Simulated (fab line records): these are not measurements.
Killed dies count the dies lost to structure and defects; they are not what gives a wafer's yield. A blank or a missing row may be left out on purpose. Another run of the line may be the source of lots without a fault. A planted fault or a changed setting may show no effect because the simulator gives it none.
Split-lot trial ; flow n5Finfet ; on a route of 1938 steps: 7 lots, 21 wafers read

THE SPLIT ITSELF
At N5_BEOL_M0_CUTY_EXPOSE_54 (exposes mask M0 ABLK), the setting doseMj was moved away from the recipe's 36 on 8 of the 21 wafers read, by -5.2% to +7.1%. All remaining wafers had this setting at the recipe value.

FROM THE SPLIT TO THE READING: what the file shows between them, 2 steps
- N5_BEOL_M0_CUTY_PEB_55: peb time 60 s
- N5_BEOL_M0_CUTY_DEVELOP_56: develop time 30 s

THE READING
cdNm (nm) at N5_BEOL_M0_CUTY_CD_MEAS_57, where the cd target is 200 nm. A value of 199.6 nm with a standard deviation of 0.95 nm is what fault-free wafers of this fab line usually give.

wafer;tool, chamber at the split;doseMj as run;against the recipe;cdNm, nm;against lot-mates on the recipe
L075.4;arfiScanner-03, 0;36;recipe;199.8;-
L075.5;arfiScanner-03, 0;37.8;+5.0%;197.2;-2.6
L075.6;arfiScanner-03, 0;36;recipe;199.8;-
L080.2;arfiScanner-02, 0;37.68;+4.7%;196.7;-3.1
L080.4;arfiScanner-02, 0;36;recipe;199.9;-
L080.6;arfiScanner-02, 0;36;recipe;199.6;-
L087.1;arfiScanner-01, 0;36;recipe;198.5;-
L087.2;arfiScanner-01, 0;36;recipe;197.6;-
L087.5;arfiScanner-01, 0;36;recipe;197.9;-
L091.1;arfiScanner-02, 0;36;recipe;200.8;-
L091.3;arfiScanner-02, 0;38.57;+7.1%;196.1;-4.7
L091.5;arfiScanner-02, 0;38.57;+7.1%;195.1;-5.7
L092.2;arfiScanner-03, 0;34.11;-5.2%;203.3;+4.2
L092.3;arfiScanner-03, 0;36;recipe;199.0;-
L092.4;arfiScanner-03, 0;36;recipe;199.3;-
L095.1;arfiScanner-01, 0;36;recipe;200.6;-
L095.4;arfiScanner-01, 0;36;recipe;200.5;-
L095.6;arfiScanner-01, 0;36;recipe;200.4;-
L096.1;arfiScanner-03, 0;37.06;+2.9%;197.3;no lot-mate on the recipe
L096.2;arfiScanner-03, 0;37.06;+2.9%;196.7;no lot-mate on the recipe
L096.5;arfiScanner-03, 0;37.06;+2.9%;196.9;no lot-mate on the recipe

FIT RESULTS
A straight line over all 21 wafers: cdNm changes by -0.607 nm for each +1% of doseMj; r = -0.89; the points scatter about the line by 0.92 nm.
The same after taking each lot's own level away (the mean of its wafers on the recipe; 18 wafers): -0.707 nm for each +1%; r = -0.99; scatter 0.36 nm.
Per that fit: largest doseMj move, reading shift of 5 nm.
The lots' own levels span 198.00 to 200.80 nm, that is 2.9 times the standard deviation above.
So the slope is not independent of the lot-to-lot level: the two fits are not the same.
Check: with one of the wafers moved furthest among these (+7.1%) left out of the fit, the line predicts -5.09 nm for it against its lot-mates. It came out at -4.7 nm against them.

THESE WAFERS: OTHER SPLITS
These wafers also went through other splits before the reading. Each is held against what the fit with the lots' levels taken away leaves over:
other split on the same wafers;wafers away from the commonest value;r with cdNm (lot level and that fit taken away)
N5_SDB_CUT_ETCH_26 biasW;as run: not given for these wafers;-
N5_MOL_CONTACT_COAG_ETCH_106 sourceW;6;+0.08
N5_MOL_CONTACT_COAG_ETCH_110 biasW;6;+0.13
N5_MOL_CONTACT_COAG_ALD_27 aldCycles;9;+0.04

THE WHOLE CHAIN: every reading that the file lists as answering this split, in the file's order
step;what it does;reading;change (the file's fit);r (the file's)
N5_BEOL_M0_CUTY_CD_MEAS_57;target cd 200 nm;cdNm;-0.692 nm for each +1% of the setting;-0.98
N5_BEOL_M0_CUTY_ETCH_62;etches SiARC in CF4, time 58.5 s;BEOL_M0_CUTY.cdOffsetNm (the simulator's own value, which no gauge read);-0.647 nm for each +1% of the setting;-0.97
N5_BEOL_M0_CUTY_ETCH_63;etches SOC in N2/H2, target depth 82.7 nm, overetch 16.5 nm, time 124 s;BEOL_M0_CUTY.cdOffsetNm (the simulator's own value, which no gauge read);-0.641 nm for each +1% of the setting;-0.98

THE FILE'S OWN FIT
cdNm changes by -0.692 nm for each +1% of doseMj, r = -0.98.
